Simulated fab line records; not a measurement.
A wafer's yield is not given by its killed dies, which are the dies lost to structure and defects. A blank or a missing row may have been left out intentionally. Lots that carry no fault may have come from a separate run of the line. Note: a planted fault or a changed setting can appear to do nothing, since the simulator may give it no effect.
Chamber matching || flow nand-harc || NHARC_A_CHANNEL_FILL_D2_CMP_10 on cmp-01: 4 sister chambers
The step polishes, target thk 150 nm. 16 wafers are shown with their chamber, then 8 later ones without.

## WAFERS PAIRED WITH THEIR CHAMBERS
{"wafer": "L079.1", "chamber": 3, "motor-current-A (A)": 12.3, "time-to-endpoint-s (s)": 16, "slurry-filter-dp-kPa (kPa)": 13.40}
{"wafer": "L079.2", "chamber": 1, "motor-current-A (A)": 14.0, "time-to-endpoint-s (s)": 23, "slurry-filter-dp-kPa (kPa)": 13.57}
{"wafer": "L079.6", "chamber": 2, "motor-current-A (A)": 11.9, "time-to-endpoint-s (s)": 19, "slurry-filter-dp-kPa (kPa)": 13.63}
{"wafer": "L080.2", "chamber": 2, "motor-current-A (A)": 12.5, "time-to-endpoint-s (s)": 16, "slurry-filter-dp-kPa (kPa)": 13.49}
{"wafer": "L080.3", "chamber": 3, "motor-current-A (A)": 12.1, "time-to-endpoint-s (s)": 14, "slurry-filter-dp-kPa (kPa)": 13.52}
{"wafer": "L080.4", "chamber": 0, "motor-current-A (A)": 12.8, "time-to-endpoint-s (s)": 16, "slurry-filter-dp-kPa (kPa)": 13.41}
{"wafer": "L085.1", "chamber": 0, "motor-current-A (A)": 12.8, "time-to-endpoint-s (s)": 16, "slurry-filter-dp-kPa (kPa)": 13.48}
{"wafer": "L085.2", "chamber": 2, "motor-current-A (A)": 12.3, "time-to-endpoint-s (s)": 20, "slurry-filter-dp-kPa (kPa)": 13.50}
{"wafer": "L085.3", "chamber": 1, "motor-current-A (A)": 13.3, "time-to-endpoint-s (s)": 24, "slurry-filter-dp-kPa (kPa)": 13.69}
{"wafer": "L088.3", "chamber": 0, "motor-current-A (A)": 12.9, "time-to-endpoint-s (s)": 18, "slurry-filter-dp-kPa (kPa)": 13.48}
{"wafer": "L088.4", "chamber": 2, "motor-current-A (A)": 12.3, "time-to-endpoint-s (s)": 20, "slurry-filter-dp-kPa (kPa)": 13.71}
{"wafer": "L088.6", "chamber": 3, "motor-current-A (A)": 11.2, "time-to-endpoint-s (s)": 16, "slurry-filter-dp-kPa (kPa)": 13.48}
{"wafer": "L090.2", "chamber": 1, "motor-current-A (A)": 13.8, "time-to-endpoint-s (s)": 21, "slurry-filter-dp-kPa (kPa)": 13.46}
{"wafer": "L090.5", "chamber": 3, "motor-current-A (A)": 11.4, "time-to-endpoint-s (s)": 14, "slurry-filter-dp-kPa (kPa)": 13.56}
{"wafer": "L090.6", "chamber": 0, "motor-current-A (A)": 12.6, "time-to-endpoint-s (s)": 14, "slurry-filter-dp-kPa (kPa)": 13.33}
{"wafer": "L091.2", "chamber": 3, "motor-current-A (A)": 11.9, "time-to-endpoint-s (s)": 14, "slurry-filter-dp-kPa (kPa)": 13.42}

SIGNATURES, as means of the wafers listed above
{"reading": "motor-current-A", "chamber 0": 12.775, "chamber 1": 13.700, "chamber 2": 12.250, "chamber 3": 11.780, "scatter within a chamber": 0.337}
{"reading": "time-to-endpoint-s", "chamber 0": 16.00, "chamber 1": 22.67, "chamber 2": 18.75, "chamber 3": 14.80, "scatter within a chamber": 1.53}
{"reading": "slurry-filter-dp-kPa", "chamber 0": 13.4250, "chamber 1": 13.5733, "chamber 2": 13.5825, "chamber 3": 13.4760, "scatter within a chamber": 0.0883}
Rule: for each reading, subtract the chamber's mean from the wafer's reading, divide by that reading's scatter and square the result; add these up over the readings and take the root, which gives the wafer's distance from the chamber. If the next closest chamber is less than 2 further off than the closest, the wafer can't be placed; otherwise it belongs to the closest. The scatter is the square root of a quotient: the sum, over the shown wafers, of each reading's squared deviation from its chamber's mean, divided by wafers minus chambers.

## WAFERS WITH NO CHAMBER GIVEN
{"wafer": "L091.4", "motor-current-A (A)": 12.8, "time-to-endpoint-s (s)": 18, "slurry-filter-dp-kPa (kPa)": 13.62}
{"wafer": "L091.5", "motor-current-A (A)": 12.8, "time-to-endpoint-s (s)": 14, "slurry-filter-dp-kPa (kPa)": 13.49}
{"wafer": "L092.4", "motor-current-A (A)": 13.1, "time-to-endpoint-s (s)": 20, "slurry-filter-dp-kPa (kPa)": 13.55}
{"wafer": "L092.5", "motor-current-A (A)": 13.0, "time-to-endpoint-s (s)": 21, "slurry-filter-dp-kPa (kPa)": 13.41}
{"wafer": "L092.6", "motor-current-A (A)": 11.9, "time-to-endpoint-s (s)": 14, "slurry-filter-dp-kPa (kPa)": 13.49}
{"wafer": "L093.2", "motor-current-A (A)": 12.8, "time-to-endpoint-s (s)": 16, "slurry-filter-dp-kPa (kPa)": 13.55}
{"wafer": "L093.4", "motor-current-A (A)": 12.7, "time-to-endpoint-s (s)": 19, "slurry-filter-dp-kPa (kPa)": 13.37}
{"wafer": "L093.6", "motor-current-A (A)": 11.3, "time-to-endpoint-s (s)": 14, "slurry-filter-dp-kPa (kPa)": 13.59}

## WHICH CHAMBER EACH WENT THROUGH
{"wafer": "L091.4", "from the rows above": "can't be placed: 2 or 0", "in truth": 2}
{"wafer": "L091.5", "from the rows above": "can't be placed: 0 or 3", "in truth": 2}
{"wafer": "L092.4", "from the rows above": "can't be placed: 1 or 2 or 0", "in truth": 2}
{"wafer": "L092.5", "from the rows above": "can't be placed: 1 or 2 or 0", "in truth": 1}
{"wafer": "L092.6", "from the rows above": 3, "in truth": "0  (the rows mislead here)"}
{"wafer": "L093.2", "from the rows above": "can't be placed: 0 or 2 or 3", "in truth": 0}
{"wafer": "L093.4", "from the rows above": "can't be placed: 0 or 2 or 3", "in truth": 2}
{"wafer": "L093.6", "from the rows above": 3, "in truth": 3}
1 of 8 placed correctly. Can't be placed from these rows: 6 (the true chamber is among the candidates in 5). Number placed wrongly: 1.
